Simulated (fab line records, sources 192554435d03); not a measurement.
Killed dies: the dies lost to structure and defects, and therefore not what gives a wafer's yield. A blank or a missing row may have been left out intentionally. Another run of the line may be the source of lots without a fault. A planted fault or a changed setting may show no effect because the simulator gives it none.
fab line records	flow n5_finfet
[record] lots = 9	wafers = 27	last_day = 21
route steps=1938 shown SD_EPI_N@271 SD_ACTIVATION@331 ILD0@338 BEOL_M4@1111 PASSIVATION@1936
lots that met no fault: from a run of the same line without faults
start_h: the number of hours between the record's first day and the start of the first shown wafer of the lot	wait_h: hours since the lot's step before	" same as the row above	L1.1+2: several wafers, shown together as one row	- no value present, or no start provided	* or withheld: withheld	< > ~ a bound
route shown NAME@n: NAME is a module with steps in the file, n the number in the route of the first one	usual: mean/standard deviation taken from wafers without a fault	same: alike in all rows	chamber/n: place in a boat	sites: the reading at each site	_std_site: their standard deviation	_edge_site: inner sites' mean taken away from outer sites' mean	radius_mm: for every site, how far away it sits from the centre of the wafer	mask NAME#n: copy n	behind: tool/chamber where the wafer was last shaped	hold: reason for holding the lot/hours on hold/outcome of the hold	device: which transistor (n, p or np) failed to switch	end of line: the route-end tests of the same wafers	a step without rows: its recipe alone	killed: not the wafer's yield, but the dies lost to structure and defects at the first sort	map: a wafer's dies, marking killed ones x, the rest . and places with no die _
set.NAME: the run value of the setting; set.NAME@STEP: its run value at that earlier step	model.NAME: the simulator's own value behind a step, which no gauge read
route steps across a sampled set of lots; one table per step, one row per wafer
services: when a tool's chamber went out of use (start_h, in hours from the record's first day, below 0 if earlier), for how many hours, and the reason
[[steps]]
[step N5_SD_EPI_N_OVL_MEAS_10]
[recipe] points_per_wafer = 44
[usual] SD_N_BLK_OVL = 0.6/0.78
lot.wafer	tool	chamber	start_h	wait_h	SD_N_BLK_OVL[nm]
L236.3	overlay-01	0	49.47	0.0	0.9
L236.4	"	0	"	"	0.3
L236.6	"	0	"	"	0.6
L242.2	overlay-02	0	93.57	0.0	-0.2
L242.3	"	0	"	"	1.3
L242.5	"	0	"	"	0.3
L243.1	overlay-01	0	101.13	0.0	-0.5
L243.2	"	0	"	"	0.3
L243.5	"	0	"	"	0.6
L244.2	overlay-02	0	101.36	0.0	0.5
L244.5	"	0	"	"	0.8
L244.6	"	0	"	"	1.0
L252.2	overlay-01	0	143.08	0.0	-0.7
L252.4	"	0	"	"	1.8
L252.5	"	0	"	"	0.9
L254.1	overlay-01	0	157.80	0.0	1.2
L254.4	"	0	"	"	1.3
L254.6	"	0	"	"	0.8
L256.2	overlay-01	0	173.12	0.0	0.6
L256.3	"	0	"	"	-0.3
L256.4	"	0	"	"	-0.7
L257.2	overlay-01	0	175.64	0.0	-0.7
L257.3	"	0	"	"	0.5
L257.5	"	0	"	"	-0.6
L259.1	overlay-01	0	187.28	0.0	0.2
L259.2	"	0	"	"	-0.1
L259.4	"	0	"	"	0.5
[step N5_SD_EPI_N_VAPOR_ETCH_50]
[recipe] chemistry = HCl	target = Si	temp_c = 775	time_s = 54	pressure_torr = 20	mode = isotropic
[usual] throttle_valve_pct = 12.18/0.27
lot.wafer	tool	chamber	start_h	wait_h	throttle_valve_pct
L236.3	epi_rpcvd-01	0	51.63	0.2	12.17
L236.4	"	0	"	"	12.00
L236.6	"	0	"	"	11.94
L242.2	epi_rpcvd-03	0	95.16	0.3	12.35
L242.3	"	0	"	"	12.47
L242.5	"	0	"	"	12.25
L243.1	epi_rpcvd-04	0	102.79	0.3	12.02
L243.2	"	0	"	"	11.80
L243.5	"	0	"	"	12.32
L244.2	epi_rpcvd-01	0	103.38	0.3	12.31
L244.5	"	0	"	"	12.31
L244.6	"	0	"	"	12.11
L252.2	epi_rpcvd-03	0	144.79	0.4	12.49
L252.4	"	0	"	"	12.52
L252.5	"	0	"	"	12.53
L254.1	epi_rpcvd-01	0	159.36	0.3	11.96
L254.4	"	0	"	"	12.19
L254.6	"	0	"	"	12.15
L256.2	epi_rpcvd-04	0	174.83	0.4	12.11
L256.3	"	0	"	"	12.00
L256.4	"	0	"	"	11.70
L257.2	epi_rpcvd-01	0	177.45	0.3	12.11
L257.3	"	0	"	"	12.26
L257.5	"	0	"	"	12.26
L259.1	epi_rpcvd-01	0	188.84	0.3	11.89
L259.2	"	0	"	"	12.14
L259.4	"	0	"	"	12.26
[step N5_SD_ACTIVATION_LSA_01]
[recipe] temp_c = 1080	time_s = 0.0008	ambient = N2
[usual] time_s = 0.0008/0	wafer_temp_C_max = 1086.5/2.4
lot.wafer	tool	chamber	start_h	wait_h	time_s	wafer_temp_C_max
L236.3	laser_anneal-02	0	59.36	0.2	0.0008	1090.1
L236.4	"	0	"	"	0.0008	1088.0
L236.6	"	0	"	"	0.0008	1089.8
L242.2	laser_anneal-02	0	102.37	0.2	0.0008	1088.6
L242.3	"	0	"	"	0.0008	1085.2
L242.5	"	0	"	"	0.0008	1090.1
L243.1	laser_anneal-01	-	109.68	0.2	-	-
L243.2	"	-	"	"	-	-
L243.5	"	-	"	"	-	-
L244.2	laser_anneal-02	-	110.35	0.2	-	-
L244.5	"	-	"	"	-	-
L244.6	"	-	"	"	-	-
L252.2	laser_anneal-01	0	152.80	0.2	0.0008	1084.9
L252.4	"	0	"	"	0.0008	1084.1
L252.5	"	0	"	"	0.0008	1084.5
L254.1	laser_anneal-01	0	167.39	0.3	0.0008	1084.0
L254.4	"	0	"	"	0.0008	1085.2
L254.6	"	0	"	"	0.0008	1084.2
L256.2	laser_anneal-01	0	182.49	0.2	0.0008	1084.1
L256.3	"	0	"	"	0.0008	1083.8
L256.4	"	0	"	"	0.0008	1083.9
L257.2	laser_anneal-01	0	185.31	0.2	0.0008	1086.5
L257.3	"	0	"	"	0.0008	1084.9
L257.5	"	0	"	"	0.0008	1084.8
L259.1	laser_anneal-01	0	196.26	0.2	0.0008	1085.2
L259.2	"	0	"	"	0.0008	1084.7
L259.4	"	0	"	"	0.0008	1084.3
[step N5_SD_ACTIVATION_RS_MEAS_03]
[recipe] thk_meas_gauge = four-point-probe
[usual] RS_SD_N = 21.90/0.25	RS_SD_P = 56.2/1.1
lot.wafer	tool	chamber	start_h	wait_h	RS_SD_N[ohm/sq]	RS_SD_P[ohm/sq]
L236.3	film_metro-02	-	59.54	0.2	21.85	56.0
L236.4	"	-	"	"	21.77	56.1
L236.6	"	-	"	"	21.52	55.8
L242.2	film_metro-02	-	102.56	0.2	22.41	56.7
L242.3	"	-	"	"	22.24	57.0
L242.5	"	-	"	"	22.53	57.9
L243.1	film_metro-01	-	109.88	0.2	29.42	59.2
L243.2	"	-	"	"	29.44	58.2
L243.5	"	-	"	"	29.94	58.1
L244.2	film_metro-01	-	110.54	0.2	29.27	56.9
L244.5	"	-	"	"	29.68	56.2
L244.6	"	-	"	"	29.58	56.5
L252.2	film_metro-01	-	152.99	0.2	21.99	56.6
L252.4	"	-	"	"	21.79	55.7
L252.5	"	-	"	"	21.79	56.2
L254.1	film_metro-01	-	167.59	0.2	22.03	55.4
L254.4	"	-	"	"	22.29	56.3
L254.6	"	-	"	"	22.29	55.7
L256.2	film_metro-02	-	182.68	0.2	21.86	56.2
L256.3	"	-	"	"	21.69	56.5
L256.4	"	-	"	"	21.61	56.9
L257.2	film_metro-01	-	185.50	0.2	21.84	54.8
L257.3	"	-	"	"	21.92	54.8
L257.5	"	-	"	"	21.99	55.5
L259.1	film_metro-02	-	196.46	0.2	22.09	56.8
L259.2	"	-	"	"	22.73	57.1
L259.4	"	-	"	"	22.62	56.0
[step N5_ILD0_CMP_03]
[recipe] stop_on = SiNx	t_overpolish_s = 1.9	post_cmp_clean = alkaline_brush	down_force_psi = 4.1491	platen_rpm = 51.796	pad_velocity_m_s = 1.0306	target_thk_nm = 197.38
[usual] motor_current_A = 12.7/0.86	overpolish_run_s = 1.900/0.0086	time_to_endpoint_s = 72/5.8
lot.wafer	tool	chamber	start_h	wait_h	motor_current_A	overpolish_run_s	time_to_endpoint_s
L236.3	cmp-04	3	62.78	0.0	12.4	1.902	73
L236.4	"	1	"	"	13.0	1.898	63
L236.6	"	3	"	"	12.7	1.892	72
L242.3	cmp-04	0	105.43	0.1	13.9	1.891	81
L242.2	"	1	"	"	13.2	1.905	65
L242.5	"	0	"	"	13.3	1.894	78
L243.2	cmp-03	1	112.64	0.1	11.0	1.894	73
L243.1	"	3	"	"	12.6	1.886	76
L243.5	"	1	"	"	11.8	1.891	71
L244.2	cmp-04	0	113.29	0.1	13.0	1.910	82
L244.5	"	3	"	"	12.7	1.902	79
L244.6	"	0	"	"	13.0	1.893	81
L252.2	cmp-04	3	155.70	0.0	12.8	1.900	72
L252.4	"	1	"	"	12.3	1.901	65
L252.5	"	3	"	"	13.7	1.904	75
L254.1	cmp-03	0	170.93	0.1	12.0	1.906	75
L254.4	"	2	"	"	10.2	1.905	75
L254.6	"	3	"	"	13.4	1.900	78
L256.3	cmp-04	1	185.40	0.0	12.5	1.902	65
L256.2	"	3	"	"	13.5	1.889	76
L256.4	"	0	"	"	12.9	1.898	80
L257.3	cmp-04	0	188.37	0.1	13.1	1.897	80
L257.2	"	1	"	"	12.9	1.894	68
L257.5	"	2	"	"	12.3	1.887	77
L259.1	cmp-04	2	199.70	0.0	12.2	1.887	76
L259.2	"	3	"	"	12.4	1.902	81
L259.4	"	0	"	"	13.0	1.905	80
[step N5_BEOL_M4_RC_MEAS_101]
[usual] DIBL_N = 37.1/2.6	DIBL_P = 38/3	IOFF_N = 0.18/0.052	IOFF_P = 0.25/0.06	ION_N = 678/15	ION_P = 467/8.6	RC_DENSE_N = 19.7/0.6	RC_N = 16.1/0.49	REXT_N = 75.8/2	RS_SD_N = 28.4/0.36	SS_N = 71.7/0.73	SS_P = 73.7/0.89	VT_N = 249/4.3	VT_P = -248/3.8
lot.wafer	tool	chamber	start_h	wait_h	DIBL_N[mV/V]	DIBL_P[mV/V]	IOFF_N[nA/um]	IOFF_P[nA/um]	ION_N[uA/um]	ION_P[uA/um]	RC_DENSE_N[ohm.um]	RC_N[ohm.um]	REXT_N[ohm.um]	RS_SD_N[ohm/sq]	SS_N[mV/dec]	SS_P[mV/dec]	VT_N[mV]	VT_P[mV]
L236.3	prober-01	0	231.10	0.3	33.4	34	0.13	0.20	648	455	20.0	16.2	78.2	28.6	72.0	72.2	254	-247
L236.4	"	0	"	"	32.1	32	0.12	0.16	659	458	19.5	15.7	76.6	28.5	70.9	71.6	253	-252
L236.6	"	0	"	"	32.3	33	0.10	0.17	648	454	19.1	15.8	76.4	28.2	70.4	71.5	260	-251
L242.2	prober-01	0	265.67	0.2	34.9	35	0.13	0.22	659	466	19.5	15.9	75.6	29.2	70.7	73.4	253	-248
L242.3	"	0	"	"	38.1	40	0.20	0.34	688	477	19.4	15.8	76.1	29.1	71.9	74.2	247	-244
L242.5	"	0	"	"	35.8	36	0.15	0.23	673	465	19.1	15.5	74.5	29.2	71.4	73.5	250	-249
L243.1	prober-02	0	265.89	0.1	36.7	39	0.18	0.24	659	462	25.6	20.8	90.8	36.8	71.9	74.2	250	-248
L243.2	"	0	"	"	37.7	41	0.20	0.29	670	475	25.6	20.7	91.2	36.5	71.8	74.3	249	-247
L243.5	"	0	"	"	34.3	37	0.14	0.21	652	462	25.8	20.8	91.7	36.5	70.4	73.3	252	-247
L244.2	prober-02	0	285.15	0.2	39.7	41	0.22	0.32	672	476	26.2	21.4	88.1	36.5	71.6	74.0	247	-242
L244.5	"	0	"	"	41.1	40	0.25	0.32	684	474	25.7	20.8	85.9	36.8	73.0	74.5	243	-243
L244.6	"	0	"	"	40.1	39	0.25	0.30	670	469	25.9	20.8	85.2	37.3	71.7	74.3	243	-246
L252.2	prober-01	0	342.59	0.2	38.9	39	0.21	0.29	685	470	19.6	15.8	74.8	28.6	72.4	73.9	247	-243
L252.4	"	0	"	"	38.1	40	0.19	0.34	683	478	20.1	16.4	76.7	28.1	72.1	73.0	246	-242
L252.5	"	0	"	"	40.2	41	0.25	0.35	692	478	19.6	16.1	75.0	28.1	72.4	74.0	243	-241
L256.2	prober-02	0	351.22	0.2	38.0	38	0.18	0.25	675	464	19.1	15.6	72.8	28.2	72.1	73.6	250	-248
L256.3	"	0	"	"	33.1	34	0.10	0.17	655	458	19.5	15.9	75.2	28.1	70.9	73.0	258	-255
L256.4	"	0	"	"	35.1	35	0.13	0.18	666	455	19.7	16.2	73.8	28.4	71.4	73.5	253	-253
L254.1	prober-01	0	351.78	0.7	32.3	34	0.11	0.17	661	452	19.6	16.0	74.7	28.6	70.5	71.0	253	-252
L254.4	"	0	"	"	36.0	38	0.17	0.25	662	461	19.7	16.0	75.2	28.9	72.2	74.0	247	-248
L254.6	"	0	"	"	32.8	34	0.12	0.18	671	469	20.3	16.4	75.3	28.7	70.6	71.9	254	-252
L259.1	prober-02	0	375.35	0.0	39.7	42	0.26	0.32	694	474	19.7	16.1	79.7	28.9	72.8	75.2	241	-245
L259.2	"	0	"	"	40.2	42	0.25	0.33	682	475	19.6	16.1	78.8	29.2	72.6	74.5	246	-245
L259.4	"	0	"	"	38.0	39	0.22	0.26	681	466	19.6	15.9	79.9	29.2	72.4	74.2	245	-246
L257.2	prober-01	0	402.72	0.2	43.7	45	0.34	0.39	692	472	19.1	15.4	74.0	28.1	73.6	75.9	243	-243
L257.3	"	0	"	"	38.2	38	0.18	0.24	696	478	19.3	15.7	73.5	28.2	71.0	73.4	249	-248
L257.5	"	0	"	"	37.7	37	0.17	0.23	677	467	18.9	15.4	73.5	28.4	71.5	74.3	250	-248
[step N5_PASSIVATION_PROBE_49]
[usual] defect_limited_yield = 91.4/1.4	killed_at_M0_to_M3 = 34/9.1	killed_at_M4_up = 14/5.2	killed_at_contacts = 12/6.4	killed_at_front_end = 38/11	killed_at_other = 3.7/2.8	killed_dies = 102/17	killed_open = 68/13	killed_short = 32/7.8	sort_bin_4_leakage = 0.05/0.3	sort_bin_5_function = 5.1/1	sort_bin_6_memory = 3.2/0.66	sort_bin_8_speed = 0.1/0.92	sort_n_pass = 1076/19	sort_yield_pct = 91.2/1.6
[same] gross_dies = 1180	killed_at_back_side = 0
lot.wafer	tool	chamber	start_h	wait_h	defect_limited_yield[%]	killed_at_M0_to_M3	killed_at_M4_up	killed_at_contacts	killed_at_front_end	killed_at_other	killed_dies	killed_open	killed_short	sort_bin_4_leakage[%]	sort_bin_5_function[%]	sort_bin_6_memory[%]	sort_bin_8_speed[%]	sort_n_pass	sort_yield_pct[%]
L236.3	prober-01	-	337.17	0.1	91.1	46	10	9	38	2	105	73	31	0	6.0	2.7	0	1075	91.1
L236.4	prober-01	-	337.22	0.2	91.6	25	19	9	39	7	99	65	32	0	5.3	2.8	0	1081	91.6
L236.6	prober-01	-	337.32	0.3	92.5	37	12	12	26	2	89	65	24	0	4.6	2.8	0	1091	92.5
L242.2	prober-02	-	363.47	0.1	89.2	40	14	19	45	9	127	87	39	0	5.9	4.3	0	1053	89.2
L242.3	prober-02	-	363.52	0.1	91.5	31	8	19	39	3	100	71	29	0	5.3	2.7	0	1080	91.5
L242.5	prober-02	-	363.62	0.2	89.8	45	13	16	44	2	120	87	33	0	6.3	3.6	0	1060	89.8
L243.1	prober-02	-	369.52	0.0	93.0	31	12	12	28	0	83	56	24	0	3.2	3.7	0	1097	93.0
L243.2	prober-02	-	369.57	0.1	92.0	25	20	6	42	1	94	66	25	0	5.2	2.6	0	1086	92.0
L243.5	prober-02	-	369.72	0.2	93.9	32	10	11	19	0	72	54	17	0	3.7	2.3	0.1	1107	93.8
L244.2	prober-02	-	392.30	0.1	87.9	33	24	40	42	4	143	101	42	0	8.2	3.6	0	1037	87.9
L244.5	prober-02	-	392.45	0.2	91.6	42	11	10	32	4	99	67	28	0	4.8	3.1	0	1081	91.6
L244.6	prober-02	-	392.50	0.3	91.6	19	22	20	36	2	99	69	30	0	5.7	2.6	0	1081	91.6
L252.4	prober-01	-	449.27	0.2	92.1	37	18	5	32	1	93	65	28	0	4.7	2.9	0	1087	92.1
L252.5	prober-01	-	449.32	0.2	91.1	47	14	23	21	0	105	65	39	0	5.6	3.1	0	1075	91.1
L254.1	prober-01	-	468.81	0.0	91.9	41	13	5	32	5	96	66	30	0	5.2	2.7	0	1084	91.9
L254.4	prober-01	-	468.96	0.2	94.8	26	7	9	16	3	61	43	17	0	2.9	1.9	0	1119	94.8
L254.6	prober-01	-	469.06	0.3	92.4	46	12	13	17	2	90	68	22	0	4.8	2.6	0	1090	92.4
// killed by level:class
L236.3 BEOL_M2:geometric_particle:open=13 DUMMY_GATE:geometric_particle:open=10 BEOL_M3:geometric_particle:open=9 BEOL_M0_SAQP:geometric_particle:short=9 BEOL_M0_SAQP:geometric_particle:open=8 MOL_CONTACT_COAG:geometric_particle:open=7 FIN_SAQP:geometric_particle:short=5 DUMMY_GATE:geometric_particle:short=4
L236.4 FIN_SAQP:geometric_particle:short=10 BEOL_M4:geometric_particle:open=9 DUMMY_GATE:geometric_particle:open=8 MOL_CONTACT_COAG:geometric_particle:open=7 BEOL_M0_SAQP:geometric_particle:open=7 FIN_SAQP:geometric_particle:open=6 BEOL_M2:geometric_particle:open=4 BEOL_M3:geometric_particle:open=4
L236.6 BEOL_M2:geometric_particle:open=15 MOL_CONTACT_COAG:geometric_particle:open=11 BEOL_M4:geometric_particle:open=7 BEOL_M0_SAQP:geometric_particle:short=5 BEOL_M3:geometric_particle:open=5 STARTING-WAFER:geometric_particle:short=5 DUMMY_GATE:geometric_particle:open=4 BEOL_M0_SAQP:geometric_particle:open=4
L242.2 MOL_CONTACT_COAG:geometric_particle:open=14 BEOL_M3:geometric_particle:open=13 DUMMY_GATE:geometric_particle:open=12 FIN_SAQP:geometric_particle:short=8 FIN_SAQP:geometric_particle:open=7 BEOL_M0_SAQP:geometric_particle:open=6 BEOL_M2:geometric_particle:open=6 BEOL_M0_SAQP:geometric_particle:short=5
L242.3 MOL_CONTACT_COAG:geometric_particle:open=16 FIN_SAQP:geometric_particle:short=10 BEOL_M2:geometric_particle:open=8 FIN_SAQP:geometric_particle:open=7 DUMMY_GATE:geometric_particle:open=6 BEOL_M0_SAQP:geometric_particle:open=6 BEOL_M1:geometric_particle:open=5 BEOL_M4:geometric_particle:open=4
L242.5 FIN_SAQP:geometric_particle:open=16 MOL_CONTACT_COAG:geometric_particle:open=11 BEOL_M2:geometric_particle:open=11 BEOL_M0:geometric_particle:open=10 DUMMY_GATE:geometric_particle:open=7 BEOL_M3:geometric_particle:open=7 BEOL_M0_SAQP:geometric_particle:open=6 BEOL_M0_SAQP:geometric_particle:short=6
L243.1 MOL_CONTACT_COAG:geometric_particle:open=11 STI_FIN_REVEAL:geometric_particle:open=8 BEOL_M3:geometric_particle:open=8 BEOL_M2:geometric_particle:open=7 BEOL_M0_SAQP:geometric_particle:short=5 BEOL_M1:geometric_particle:short=4 BEOL_M4:geometric_particle:open=4 SPACER0:geometric_particle:short=3
L243.2 STI_FIN_REVEAL:geometric_particle:open=18 FIN_SAQP:geometric_particle:short=7 BEOL_M5:geometric_particle:open=7 BEOL_M0_SAQP:geometric_particle:open=6 BEOL_M2:geometric_particle:open=5 GATE_CUT:geometric_particle:short=5 DUMMY_GATE:geometric_particle:open=5 MOL_CONTACT_COAG:geometric_particle:open=5
L243.5 BEOL_M0_SAQP:geometric_particle:open=11 MOL_CONTACT_COAG:geometric_particle:open=10 BEOL_M0_SAQP:geometric_particle:short=8 STI_FIN_REVEAL:geometric_particle:open=6 BEOL_M2:geometric_particle:open=6 BEOL_M5:geometric_particle:open=5 BEOL_M3:geometric_particle:open=4 BEOL_M6:geometric_particle:open=3
L244.2 MOL_CONTACT_COAG:geometric_particle:open=34 FIN_SAQP:geometric_particle:open=15 BEOL_M4:geometric_particle:open=14 BEOL_M0_SAQP:geometric_particle:open=8 GATE_CUT:geometric_particle:short=7 BEOL_M3:geometric_particle:open=7 FIN_SAQP:geometric_particle:short=6 BEOL_M0_SAQP:geometric_particle:short=6
L244.5 BEOL_M2:geometric_particle:open=13 BEOL_M3:geometric_particle:open=11 MOL_CONTACT_COAG:geometric_particle:open=8 DUMMY_GATE:geometric_particle:open=7 BEOL_M0_SAQP:geometric_particle:short=6 BEOL_M4:geometric_particle:open=5 GATE_CUT:geometric_particle:short=4 BEOL_M0_SAQP:geometric_particle:open=4
L244.6 FIN_SAQP:geometric_particle:open=17 MOL_CONTACT_COAG:geometric_particle:open=14 BEOL_M4:geometric_particle:open=10 MOL_CONTACT_COAG:geometric_particle:short=6 BEOL_M3:geometric_particle:open=6 GATE_CUT:geometric_particle:short=4 FIN_SAQP:geometric_particle:short=3 DUMMY_GATE:geometric_particle:open=3
L252.4 BEOL_M0_SAQP:geometric_particle:open=13 BEOL_M0_SAQP:geometric_particle:short=9 BEOL_M2:geometric_particle:open=8 FIN_SAQP:geometric_particle:open=7 BEOL_M5:geometric_particle:open=7 GATE_CUT:geometric_particle:short=6 DUMMY_GATE:geometric_particle:open=5 MOL_CONTACT_COAG:geometric_particle:open=4
L252.5 MOL_CONTACT_COAG:geometric_particle:open=17 BEOL_M0_SAQP:geometric_particle:short=12 BEOL_M0_SAQP:geometric_particle:open=8 MOL_CONTACT_COAG:geometric_particle:short=6 BEOL_M1:geometric_particle:open=6 BEOL_M2:geometric_particle:short=6 BEOL_M2:geometric_particle:open=5 GATE_CUT:geometric_particle:short=4
L254.1 BEOL_M0_SAQP:geometric_particle:open=17 BEOL_M0_SAQP:geometric_particle:short=13 FIN_SAQP:geometric_particle:open=9 BEOL_M4:geometric_particle:open=6 STI_FIN_REVEAL:geometric_particle:open=4 MOL_CONTACT_COAG:geometric_particle:open=4 BEOL_M3:geometric_particle:open=4 FIN_SAQP:geometric_particle:short=3
L254.4 MOL_CONTACT_COAG:geometric_particle:open=9 BEOL_M2:geometric_particle:open=8 BEOL_M3:geometric_particle:open=7 STI_FIN_REVEAL:geometric_particle:open=5 BEOL_M0_SAQP:geometric_particle:short=5 BEOL_M5:geometric_particle:short=3 BEOL_M4:geometric_particle:open=3 STARTING-WAFER:geometric_particle:open=3
L254.6 BEOL_M3:geometric_particle:open=12 MOL_CONTACT_COAG:geometric_particle:open=8 BEOL_M0_SAQP:geometric_particle:open=8 BEOL_M1:geometric_particle:open=8 BEOL_M4:geometric_particle:open=8 BEOL_M2:geometric_particle:open=7 STI_FIN_REVEAL:geometric_particle:open=5 MOL_CONTACT_COAG:geometric_particle:short=5
[[services]]
tool	chamber	start_h	hours	kind
laser_anneal-01	-	41.70	3.8	pm
epi_rpcvd-04	-	57.62	6.0	pm
epi_rpcvd-01	-	62.94	6.0	pm
epi_rpcvd-01	-	68.94	2.8	pm
cmp-03	-	70.51	3.6	repair
laser_anneal-02	-	83.55	3.2	repair
epi_rpcvd-03	-	87.00	6.0	pm
cmp-04	-	122.74	6.0	pm
laser_anneal-02	-	151.23	6.0	pm
epi_rpcvd-04	-	165.99	0.5	pm
cmp-04	-	168.36	0.7	repair
cmp-04	-	177.61	0.6	repair
laser_anneal-02	-	184.47	1.9	pm
laser_anneal-02	-	193.43	4.9	repair
[[key]]
[first_sign] step = N5_SD_ACTIVATION_LSA_01	reading = tool_record	direction = missing
[effect] step = N5_SD_ACTIVATION_RS_MEAS_03	reading = RS_SD_N	direction = up	sigmas = 30	usual = 21.90	struck = 29.55
[effect] step = N5_BEOL_M4_RC_MEAS_101	reading = RS_SD_N	direction = up	sigmas = 23	usual = 28.4	struck = 36.7
[effect] step = N5_BEOL_M4_RC_MEAS_101	reading = RC_DENSE_N	direction = up	sigmas = 10	usual = 19.7	struck = 25.8
[effect] step = N5_BEOL_M4_RC_MEAS_101	reading = RC_N	direction = up	sigmas = 9.9	usual = 16.1	struck = 20.9
[effect] step = N5_BEOL_M4_RC_MEAS_101	reading = REXT_N	direction = up	sigmas = 6.6	usual = 75.8	struck = 88.8
met_at N5_SD_ACTIVATION_LSA_01
struck_lots L243,L244
not_acting_at N5_SD_EPI_N_OVL_MEAS_10,N5_SD_EPI_N_VAPOR_ETCH_50,N5_ILD0_CMP_03
onset_between 102.37 109.68
[fault] kind = skipped_step_whole	tool = laser_anneal-01,laser_anneal-02	chamber = -	onset_h = 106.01	steps = N5_SD_ACTIVATION_LSA_01	scope = struck_lots_only
